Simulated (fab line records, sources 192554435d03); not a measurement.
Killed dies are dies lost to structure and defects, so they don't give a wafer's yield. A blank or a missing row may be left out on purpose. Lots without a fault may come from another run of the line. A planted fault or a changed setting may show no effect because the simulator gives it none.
fab line records | flow n5_finfet
record lots=9 wafers=26 last_day=16
route steps=1938 shown MOL_CONTACT_COAG@627 BEOL_M0_SAQP@637 BEOL_M4@1111 PASSIVATION@1936
lots that met no fault: from a run of the same line without faults
start_h: hours from the record's first day to the start of the lot's first wafer shown | wait_h: hours since the lot's step before | " the same as in the row above | L1.1+2: a row that stands for several wafers | - no value, or no start given | * or withheld: withheld | < > ~ a bound
route shown NAME@n: a module of which the file shows steps, and the number in the route of the first | usual: mean/standard deviation of fault-free wafers | same: alike in all rows | chamber/n: place in a boat | sites: the reading at each site | _std_site: their standard deviation | _edge_site: outer sites' mean less inner sites' | radius_mm: how far each site lies from the wafer's centre | mask NAME#n: copy n | behind: the tool/chamber that last shaped the wafer | hold: why the lot was held/for how many hours/how that ended | device: the transistor (n, p or np) that didn't switch | end of line: the same wafers' tests at the end of the route | a step without rows: its recipe alone | killed: dies lost to structure and defects at the first sort, not the wafer's yield | map: a wafer's dies, x killed, . not, _ none there
set.NAME: the setting as run; set.NAME@STEP: as run at that earlier step | model.NAME: the simulator's own value behind a step, which no gauge read
steps of the route over a sample of lots; a table a step, a row a wafer
services: from which hour (start_h, from the record's first day; less than 0 if before it) a tool's chamber was out of use, for how many hours, and why
## steps
# step N5_MOL_CONTACT_COAG_CMP_52
# recipe stop_on=SiO2 t_overpolish_s=1.5 post_cmp_clean=w_dilute_nh4oh down_force_psi=4 platen_rpm=50.289 pad_velocity_m_s=1.0006 target_thk_nm=66.5
# usual edge_zone_pressure_frac=0.999/0.0056 motor_current_A=11.4/0.89 overpolish_run_s=1.500/0.0096 slurry_filter_dp_kPa=13.51/0.16 time_to_endpoint_s=12.8/2.5
# columns lot.wafer tool chamber start_h wait_h edge_zone_pressure_frac motor_current_A overpolish_run_s slurry_filter_dp_kPa time_to_endpoint_s
L865.2 cmp-04 1 111.15 0.4 0.999 11.0 1.497 13.41 12.0
L865.6 " 0 " " 1.000 12.3 1.503 13.48 15.3
L865.5 " 1 " " 0.991 10.8 1.499 13.51 10.2
L867.3 cmp-04 1 136.66 0.1 0.998 10.4 1.487 13.46 10.3
L867.6 " 0 " " 1.000 12.8 1.497 13.50 14.7
L867.5 " 1 " " 0.991 10.8 1.507 13.39 10.2
L868.2 cmp-04 0 138.18 0.1 0.984 12.3 1.504 13.53 16.1
L868.1 " 2 " " 1.001 12.4 1.507 13.49 13.6
L868.5 " 0 " " 0.994 12.3 1.508 13.34 16.9
L870.3 cmp-03 2 142.11 0.0 1.006 11.4 1.502 13.80 16.4
L870.4 " 0 " " 0.996 12.3 1.479 13.45 11.3
L870.5 " 3 " " 1.006 12.0 1.508 13.66 13.9
L875.1 cmp-04 3 168.94 0.0 1.004 10.9 1.496 13.70 11.6
L875.4 " 1 " " 1.003 10.5 1.494 13.35 12.1
L875.6 " 0 " " 0.998 12.9 1.515 13.42 15.7
L876.1 cmp-01 0 186.97 0.0 1.002 10.5 1.494 13.69 13.8
L876.3 " 1 " " 0.999 10.8 1.523 13.55 14.4
L876.5 " 0 " " 0.993 11.0 1.503 13.60 13.9
L878.3 cmp-01 1 195.43 0.1 0.999 11.2 1.491 13.75 13.5
L878.4 " 2 " " 0.998 11.0 1.485 13.63 14.9
L878.1 " 3 " " 1.004 9.9 1.491 13.62 10.5
L880.1 cmp-03 1 205.42 0.1 1.001 11.3 1.486 13.77 13.0
L880.2 " 2 " " 1.001 11.6 1.502 13.33 11.6
L881.3 cmp-01 0 209.40 0.0 1.003 11.2 1.514 13.39 12.8
L881.2 " 2 " " 0.989 12.1 1.503 13.25 12.6
L881.6 " 0 " " 0.997 10.7 1.495 13.65 11.7
# step N5_BEOL_M0_SAQP_PECVD_97
# recipe material=SiNx target_thk_a=230 temp_c=350 precursor=SiH4/NH3/N2 pressure_torr=1.5 rf_w=300 time_s=19.9
# usual heater_power_w=581/71 showerhead_plenum_p_Torr=5.18/0.057 throttle_valve_pct=38.2/1.3
# columns lot.wafer tool chamber start_h wait_h heater_power_w showerhead_plenum_p_Torr throttle_valve_pct
L865.2 pecvd-01 2 115.12 0.0 576 5.29 35.2
L865.5 " 2 " " 567 5.28 35.2
L865.6 " 0 " " 609 5.25 38.1
L867.3 pecvd-04 1 141.93 0.0 483 5.15 38.9
L867.5 " 1 " " 488 5.13 39.0
L867.6 " 2 " " 477 5.13 40.8
L868.1 pecvd-02 1 145.38 0.0 591 5.16 37.9
L868.2 " 0 " " 461 5.13 38.6
L868.5 " 0 " " 469 5.12 38.8
L870.3 pecvd-04 0 146.81 0.0 714 5.11 40.1
L870.4 " 2 " " 530 5.12 40.9
L870.5 " 0 " " 705 5.12 40.2
L875.1 pecvd-01 1 173.65 0.0 606 5.19 39.3
L875.4 " 1 " " 612 5.16 39.6
L875.6 " 2 " " 580 5.28 35.5
L876.1 pecvd-02 1 190.96 0.0 494 5.16 37.7
L876.3 " 2 " " 649 5.14 38.3
L876.5 " 1 " " 503 5.17 37.5
L878.1 pecvd-01 1 199.68 0.0 682 5.18 39.4
L878.3 " 2 " " 565 5.29 35.3
L878.4 " 0 " " 599 5.25 38.4
L880.1 pecvd-04 0 209.89 0.0 724 5.12 38.0
L880.2 " 1 " " 437 5.14 39.3
L881.2 pecvd-04 0 213.77 0.0 713 5.12 37.6
L881.3 " 0 " " 703 5.12 37.7
L881.6 " 0 " " 723 5.12 38.0
# step N5_BEOL_M0_SAQP_EXPOSE_11
# recipe mask_id=M0_CORE na=1.35 source_shape=dipole sigma_inner=0.538 sigma_outer=0.738 polarization=te target_cd_nm=42 dose_mj=55
# usual exposure_dose_mJ_cm2=55.04/0.15
# same sigma_inner=0.538
# columns lot.wafer tool chamber start_h wait_h mask exposure_dose_mJ_cm2
L865.2 arfi_scanner-02 0 115.62 - M0_CORE#0 55.35
L865.5 " 0 " " M0_CORE#0 55.33
L865.6 " 0 " " M0_CORE#0 55.25
L867.3 arfi_scanner-01 0 142.43 - M0_CORE#0 55.02
L867.5 " 0 " " M0_CORE#0 55.00
L867.6 " 0 " " M0_CORE#0 54.95
L868.1 arfi_scanner-01 0 145.75 - M0_CORE#0 54.96
L868.2 " 0 " " M0_CORE#0 54.85
L868.5 " 0 " " M0_CORE#0 55.00
L870.3 arfi_scanner-03 0 147.33 - M0_CORE#0 54.97
L870.4 " 0 " " M0_CORE#0 55.02
L870.5 " 0 " " M0_CORE#0 55.00
L875.1 arfi_scanner-01 0 174.16 - M0_CORE#0 55.07
L875.4 " 0 " " M0_CORE#0 55.03
L875.6 " 0 " " M0_CORE#0 55.09
L876.1 arfi_scanner-01 0 191.35 - M0_CORE#0 55.06
L876.3 " 0 " " M0_CORE#0 54.94
L876.5 " 0 " " M0_CORE#0 54.99
L878.1 arfi_scanner-02 0 200.17 - M0_CORE#0 55.22
L878.3 " 0 " " M0_CORE#0 55.27
L878.4 " 0 " " M0_CORE#0 55.32
L880.1 arfi_scanner-01 0 210.33 - M0_CORE#0 55.05
L880.2 " 0 " " M0_CORE#0 55.00
L881.2 arfi_scanner-03 0 214.32 - M0_CORE#0 54.94
L881.3 " 0 " " M0_CORE#0 54.81
L881.6 " 0 " " M0_CORE#0 54.89
# step N5_BEOL_M0_SAQP_CD_MEAS_14
# recipe target_cd_nm=42.5 landing_energy_ev=500 detector=se_inlens
# usual cd_nm=42.6/0.32
# columns lot.wafer tool chamber start_h wait_h cd_nm
L865.2 cd_sem-02 0 115.74 - 42.5
L865.5 " 0 " " 42.6
L865.6 " 0 " " 42.4
L867.3 cd_sem-02 0 142.55 - 42.4
L867.5 " 0 " " 42.7
L867.6 " 0 " " 42.0
L868.1 cd_sem-02 0 145.88 - 42.6
L868.2 " 0 " " 43.2
L868.5 " 0 " " 42.9
L870.3 cd_sem-02 0 147.45 - 42.5
L870.4 " 0 " " 42.4
L870.5 " 0 " " 42.5
L875.1 cd_sem-02 0 174.29 - 42.7
L875.4 " 0 " " 42.4
L875.6 " 0 " " 42.4
L876.1 cd_sem-03 0 191.48 - 42.8
L876.3 " 0 " " 42.2
L876.5 " 0 " " 42.3
L878.1 cd_sem-01 0 200.30 - 42.2
L878.3 " 0 " " 42.1
L878.4 " 0 " " 42.8
L880.1 cd_sem-01 0 210.45 - 43.1
L880.2 " 0 " " 41.6
L881.2 cd_sem-03 0 214.44 - 42.4
L881.3 " 0 " " 42.3
L881.6 " 0 " " 42.3
# step N5_BEOL_M0_SAQP_MANDREL_ETCH_20
# recipe target_depth_a=600 chemistry=HBr/Cl2 target=a-Si stop_on=SiNx bt_time_s=10 mask_material=SOC over_etch_frac=0.5 time_s=30 pressure_mtorr=10 icp_w=800 bias_w=75 HBr_flow_sccm=150 Cl2_flow_sccm=80 ends=end_point
# usual drypump_motor_current_A=5.6/0.46 oes_product_au=0.776/0.015 throttle_valve_pct=35.5/0.32
# same bt_time_s=10
# columns lot.wafer tool chamber start_h wait_h drypump_motor_current_A oes_product_au rf_hours_counter_h throttle_valve_pct
L865.2 rie_si-05 0 116.10 0.0 5.7 0.781 182 35.7
L865.5 " 1 " " 6.2 0.805 - 35.4
L865.6 " 0 " " 5.7 0.794 - 35.7
L867.3 rie_si-05 1 143.36 0.0 6.3 0.777 42 35.4
L867.5 " 0 " " 5.7 0.779 - 35.8
L867.6 " 1 " " 6.3 0.799 - 35.4
L868.1 rie_si-04 1 146.24 0.0 4.9 0.759 21 35.8
L868.2 " 3 " " 5.1 0.780 74 35.7
L868.5 " 2 " " 5.0 0.800 - 35.1
L870.3 rie_si-04 3 147.81 0.0 5.1 0.783 74 35.7
L870.4 " 1 " " 4.9 0.761 21 35.8
L870.5 " 0 " " 5.7 0.777 - 35.5
L875.1 rie_si-04 3 174.65 0.0 5.1 0.789 74 35.7
L875.4 " 1 " " 4.9 0.766 21 35.8
L875.6 " 2 " " 5.0 0.802 - 35.1
L876.1 rie_si-05 2 192.37 0.0 5.0 0.757 129 35.6
L876.3 " 0 " " 5.7 0.787 183 35.8
L876.5 " 1 " " 6.3 0.796 - 35.4
L878.1 rie_si-05 1 200.66 0.0 6.3 0.786 44 35.4
L878.3 " 2 " " 5.0 0.771 130 35.6
L878.4 " 3 " " 5.4 0.761 76 35.4
L880.1 rie_si-01 1 210.94 0.0 5.8 0.758 86 36.3
L880.2 " 3 " " 6.3 0.778 60 35.1
L881.2 rie_si-05 3 215.25 0.0 5.4 0.762 77 35.4
L881.3 " 0 " " 5.7 0.792 184 35.8
L881.6 " 3 " " 5.5 0.763 - 35.4
# step N5_BEOL_M4_RC_MEAS_101
# usual DIBL_N=35.8/1.6 DIBL_P=36.0/1.9 IOFF_N=0.151/0.029 IOFF_P=0.21/0.037 ION_N=673/12 ION_P=463/7.3 SS_N=71.5/0.58 SS_P=73.2/0.61 VT_N=251/3.3 VT_P=-250/3.3
# columns lot.wafer tool chamber start_h wait_h DIBL_N[mV/V] DIBL_P[mV/V] IOFF_N[nA/um] IOFF_P[nA/um] ION_N[uA/um] ION_P[uA/um] SS_N[mV/dec] SS_P[mV/dec] VT_N[mV] VT_P[mV]
L865.2 prober-01 0 167.39 0.2 34.9 32.7 0.118 0.16 658 451 71.1 71.6 255 -254
L865.5 " 0 " " 36.3 35.0 0.145 0.19 676 466 71.4 73.5 252 -251
L865.6 " 0 " " 36.6 35.8 0.162 0.22 675 467 71.1 73.3 247 -248
L867.3 prober-01 0 204.62 0.3 37.9 38.3 0.189 0.27 690 472 71.9 74.3 247 -244
L867.5 " 0 " " 35.4 34.5 0.134 0.20 679 465 71.2 73.4 251 -248
L867.6 " 0 " " 36.3 35.2 0.162 0.22 677 466 70.9 73.4 248 -247
L870.3 prober-02 0 205.15 0.3 36.1 36.8 0.167 0.26 682 469 71.8 73.0 248 -249
L870.4 " 0 " " 37.2 37.7 0.183 0.29 678 469 71.8 73.2 248 -244
L870.5 " 0 " " 37.6 38.2 0.205 0.31 691 478 72.7 73.7 246 -241
L868.1 prober-02 0 208.71 0.0 37.3 36.7 0.142 0.21 666 465 71.2 72.9 252 -248
L868.2 " 0 " " 38.8 38.8 0.179 0.25 688 468 72.3 73.8 249 -248
L868.5 " 0 " " 37.0 36.2 0.137 0.20 660 461 71.1 72.8 255 -251
L875.1 prober-01 0 241.66 0.0 34.9 36.0 0.134 0.17 662 453 71.1 73.5 255 -252
L875.4 " 0 " " 36.4 37.1 0.156 0.18 678 456 71.5 73.6 251 -258
L875.6 " 0 " " 35.8 38.3 0.156 0.19 677 463 71.2 73.4 250 -252
L876.1 prober-02 0 249.39 0.0 34.1 33.3 0.110 0.15 647 447 71.5 72.4 252 -255
L876.3 " 0 " " 35.6 35.7 0.138 0.17 674 459 71.9 73.0 251 -252
L876.5 " 0 " " 34.4 35.0 0.121 0.17 664 455 70.9 73.3 253 -253
L878.1 prober-02 0 261.04 0.0 38.4 38.4 0.191 0.24 689 473 71.1 73.7 247 -250
L878.3 " 0 " " 37.6 36.6 0.158 0.20 674 455 71.8 73.1 251 -252
L878.4 " 0 " " 35.3 34.5 0.130 0.18 651 448 71.3 73.1 252 -252
L881.2 prober-01 0 277.44 0.2 33.5 33.6 0.129 0.17 672 457 70.5 72.7 254 -252
L881.3 " 0 " " 34.4 34.1 0.130 0.18 676 465 70.6 72.7 253 -252
L881.6 " 0 " " 33.5 32.7 0.115 0.17 656 456 70.9 72.2 255 -252
L880.1 prober-02 0 278.49 0.0 35.2 33.6 0.151 0.21 688 470 71.8 73.0 250 -247
L880.2 " 0 " " 38.9 39.2 0.229 0.31 695 476 71.9 74.0 244 -245
# step N5_PASSIVATION_PROBE_49
# usual defect_limited_yield=90.9/1.4 killed_at_M0_to_M3=37/12 killed_at_M4_up=14/5.3 killed_at_contacts=12/6.2 killed_at_front_end=41/11 killed_at_other=3.7/2.9 killed_dies=107/17 killed_open=71/12 killed_short=34/7.9 sort_bin_5_function=5.3/0.95 sort_bin_6_memory=3.4/0.7 sort_bin_8_speed=0.00/0.0099 sort_n_pass=1073/17 sort_yield_pct=90.9/1.5
# same gross_dies=1180 killed_at_back_side=0 sort_bin_4_leakage[%]=0
# columns lot.wafer tool chamber start_h wait_h defect_limited_yield[%] killed_at_M0_to_M3 killed_at_M4_up killed_at_contacts killed_at_front_end killed_at_other killed_dies killed_open killed_short sort_bin_5_function[%] sort_bin_6_memory[%] sort_bin_8_speed[%] sort_n_pass sort_yield_pct[%]
L865.2 prober-02 - 277.60 0.1 91.7 41 3 15 32 7 98 66 30 4.6 3.6 0 1082 91.7
L865.5 prober-02 - 277.75 0.2 91.3 42 13 4 43 1 103 66 33 5.7 2.5 0 1077 91.3
L865.6 prober-02 - 277.80 0.3 91.1 43 7 17 33 5 105 68 34 5.3 3.2 0 1075 91.1
L868.1 prober-01 - 316.90 0.0 92.7 25 19 7 34 1 86 56 29 4.2 2.8 0 1094 92.7
L868.2 prober-01 - 316.95 0.1 91.8 35 11 5 42 4 97 61 36 4.6 3.2 0 1083 91.8
L868.5 prober-01 - 317.10 0.2 94.9 25 11 2 21 1 60 40 19 3.4 1.6 0 1120 94.9
L875.1 prober-02 - 352.81 0.0 88.5 52 5 25 49 5 136 82 49 7.7 3.4 0 1044 88.5
L875.4 prober-02 - 352.96 0.2 90.6 43 17 17 32 2 111 73 37 5.6 3.6 0 1069 90.6
L875.6 prober-02 - 353.06 0.3 92.6 29 17 7 29 5 87 59 25 4.8 2.3 0 1093 92.6
L878.1 prober-02 - 366.66 0.0 90.3 57 12 15 29 2 115 81 33 6.1 3.4 0 1065 90.3
L878.3 prober-02 - 366.76 0.1 91.4 49 16 8 27 2 102 69 33 4.9 3.6 0 1078 91.4
L878.4 prober-02 - 366.81 0.2 91.3 61 19 7 16 0 103 77 26 4.9 3.6 0 1077 91.3
L881.2 prober-01 - 387.45 0.1 89.2 37 25 7 54 5 128 86 41 5.9 4.7 0 1052 89.2
L881.3 prober-01 - 387.50 0.1 91.8 26 12 13 42 4 97 66 28 4.9 2.9 0 1083 91.8
L881.6 prober-01 - 387.65 0.3 89.2 35 13 22 57 1 128 82 38 6.3 3.9 0.08 1051 89.1
# killed by level:class
L865.2 MOL_CONTACT_COAG:geometric_particle:open=14 FIN_SAQP:geometric_particle:open=9 BEOL_M0_SAQP:geometric_particle:short=9 BEOL_M0_SAQP:geometric_particle:open=8 BEOL_M3:geometric_particle:open=7 DUMMY_GATE:geometric_particle:open=5 BEOL_M2:geometric_particle:open=5 FIN_SAQP:geometric_particle:short=4
L865.5 BEOL_M0_SAQP:geometric_particle:short=14 DUMMY_GATE:geometric_particle:open=8 BEOL_M0_SAQP:geometric_particle:open=8 BEOL_M1:geometric_particle:open=6 BEOL_M4:geometric_particle:open=6 STI_FIN_REVEAL:geometric_particle:open=5 GATE_CUT:geometric_particle:short=4 BEOL_M0:geometric_particle:open=4
L865.6 MOL_CONTACT_COAG:geometric_particle:open=9 BEOL_M1:geometric_particle:open=9 BEOL_M0_SAQP:geometric_particle:open=8 BEOL_M2:geometric_particle:open=8 MOL_CONTACT_COAG:geometric_particle:short=7 FIN_SAQP:geometric_particle:open=6 FIN_SAQP:geometric_particle:short=5 BEOL_M0_SAQP:geometric_particle:short=5
L868.1 FIN_SAQP:geometric_particle:short=7 BEOL_M1:geometric_particle:open=7 BEOL_M4:geometric_particle:open=7 STI_FIN_REVEAL:geometric_particle:open=6 BEOL_M3:geometric_particle:open=6 MOL_CONTACT_COAG:geometric_particle:short=5 GATE_CUT:geometric_particle:short=4 BEOL_M2:geometric_particle:open=4
L868.2 BEOL_M0_SAQP:geometric_particle:open=14 FIN_SAQP:geometric_particle:short=12 FIN_SAQP:geometric_particle:open=9 BEOL_M0_SAQP:geometric_particle:short=7 BEOL_M7:geometric_particle:open=6 DUMMY_GATE:geometric_particle:open=5 BEOL_M0:geometric_particle:open=4 FIN_CUT:geometric_particle:open=3
L868.5 BEOL_M2:geometric_particle:open=10 FIN_SAQP:geometric_particle:open=7 FIN_SAQP:geometric_particle:short=5 BEOL_M4:geometric_particle:open=5 BEOL_M3:geometric_particle:open=4 BEOL_M1:geometric_particle:open=4 BEOL_M0_SAQP:geometric_particle:short=3 BEOL_M1:geometric_particle:short=3
L875.1 MOL_CONTACT_COAG:geometric_particle:open=20 FIN_SAQP:geometric_particle:short=13 BEOL_M0_SAQP:geometric_particle:open=13 BEOL_M0_SAQP:geometric_particle:short=11 BEOL_M3:geometric_particle:open=11 BEOL_M2:geometric_particle:open=10 GATE_CUT:geometric_particle:short=9 FIN_SAQP:geometric_particle:open=6
L875.4 MOL_CONTACT_COAG:geometric_particle:open=14 BEOL_M0_SAQP:geometric_particle:short=13 BEOL_M2:geometric_particle:open=8 BEOL_M3:geometric_particle:open=8 FIN_SAQP:geometric_particle:open=7 BEOL_M0_SAQP:geometric_particle:open=7 BEOL_M4:geometric_particle:open=6 STARTING-WAFER:geometric_particle:short=5
L875.6 BEOL_M0_SAQP:geometric_particle:open=8 FIN_SAQP:geometric_particle:open=6 BEOL_M0_SAQP:geometric_particle:short=6 BEOL_M2:geometric_particle:open=5 DUMMY_GATE:geometric_particle:open=4 MOL_CONTACT_COAG:geometric_particle:open=4 BEOL_M4:geometric_particle:open=4 BEOL_M5:geometric_particle:open=4
L878.1 MOL_CONTACT_COAG:geometric_particle:open=14 BEOL_M0:geometric_particle:open=12 BEOL_M0_SAQP:geometric_particle:short=9 BEOL_M2:geometric_particle:open=7 BEOL_M0_SAQP:geometric_particle:open=7 BEOL_M1:geometric_particle:open=7 FIN_SAQP:geometric_particle:open=5 GATE_CUT:geometric_particle:short=5
L878.3 BEOL_M2:geometric_particle:open=11 BEOL_M4:geometric_particle:open=9 BEOL_M0:geometric_particle:open=7 STI_FIN_REVEAL:geometric_particle:open=6 GATE_CUT:geometric_particle:open=6 BEOL_M0_SAQP:geometric_particle:short=6 MOL_CONTACT_COAG:geometric_particle:open=5 BEOL_M1:geometric_particle:short=5
L878.4 BEOL_M1:geometric_particle:open=14 BEOL_M0_SAQP:geometric_particle:open=13 BEOL_M2:geometric_particle:open=10 MOL_CONTACT_COAG:geometric_particle:open=7 BEOL_M0:geometric_particle:open=6 BEOL_M4:geometric_particle:open=6 BEOL_M3:geometric_particle:open=5 BEOL_M6:geometric_particle:open=4
L881.2 STI_FIN_REVEAL:geometric_particle:open=22 BEOL_M4:geometric_particle:open=16 BEOL_M3:geometric_particle:open=11 BEOL_M2:geometric_particle:open=9 STI_FIN_REVEAL:geometric_particle:short=7 MOL_CONTACT_COAG:geometric_particle:open=7 BEOL_M0_SAQP:geometric_particle:short=7 FIN_SAQP:geometric_particle:open=6
L881.3 DUMMY_GATE:geometric_particle:open=14 MOL_CONTACT_COAG:geometric_particle:open=9 BEOL_M0_SAQP:geometric_particle:short=8 BEOL_M2:geometric_particle:open=8 BEOL_M0_SAQP:geometric_particle:open=7 FIN_SAQP:geometric_particle:short=6 STI_FIN_REVEAL:geometric_particle:open=6 BEOL_M6:geometric_particle:open=5
L881.6 STI_FIN_REVEAL:geometric_particle:open=17 MOL_CONTACT_COAG:geometric_particle:open=17 BEOL_M2:geometric_particle:open=12 BEOL_M0_SAQP:geometric_particle:short=9 FIN_SAQP:geometric_particle:short=8 DUMMY_GATE:geometric_particle:open=8 BEOL_M0_SAQP:geometric_particle:open=8 MOL_CONTACT_COAG:geometric_particle:short=5
## services
# columns tool chamber start_h hours kind
cmp-01 - 93.49 24.5 repair
pecvd-04 1 99.31 8.8 repair
arfi_scanner-01 - 100.56 2.3 repair
arfi_scanner-01 - 104.10 1.3 repair
cmp-04 - 107.65 2.1 repair
arfi_scanner-02 - 112.87 1.3 pm
arfi_scanner-03 - 114.17 1.0 pm
arfi_scanner-03 - 122.06 1.3 pm
rie_si-05 0 124.86 0.9 repair
arfi_scanner-01 - 124.91 1.3 pm
arfi_scanner-01 - 126.21 0.8 pm
cmp-01 - 129.78 5.0 pm
pecvd-01 - 139.51 14.6 pm
arfi_scanner-03 - 145.43 0.8 pm
arfi_scanner-02 - 153.63 0.8 pm
arfi_scanner-03 - 163.39 1.5 pm
cmp-01 - 174.35 9.1 pm
rie_si-04 - 192.19 28.1 pm
cmp-04 - 199.73 4.0 pm
arfi_scanner-02 - 202.79 1.3 pm
arfi_scanner-01 - 203.27 1.3 pm
cmp-04 - 204.42 1.4 repair
arfi_scanner-02 - 206.25 2.5 repair
arfi_scanner-01 - 210.78 14.0 repair
## key
first_sign step=N5_BEOL_M0_SAQP_CD_MEAS_14 reading=cd_nm direction=down sigmas=3.2 usual=42.6 struck=41.6
effect none on later readings
met_at N5_BEOL_M0_SAQP_EXPOSE_11
struck_lots L880
struck_wafers L880.2
not_acting_at N5_MOL_CONTACT_COAG_CMP_52,N5_BEOL_M0_SAQP_PECVD_97,N5_BEOL_M0_SAQP_MANDREL_ETCH_20
onset_between 191.35 210.33
fault kind=process_parameter_drift tool=arfi_scanner-01 chamber=- onset_h=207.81 steps=N5_BEOL_M0_SAQP_EXPOSE_11 channel=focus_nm offset=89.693 shape=step end_h=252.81 scope=struck_wafers_only
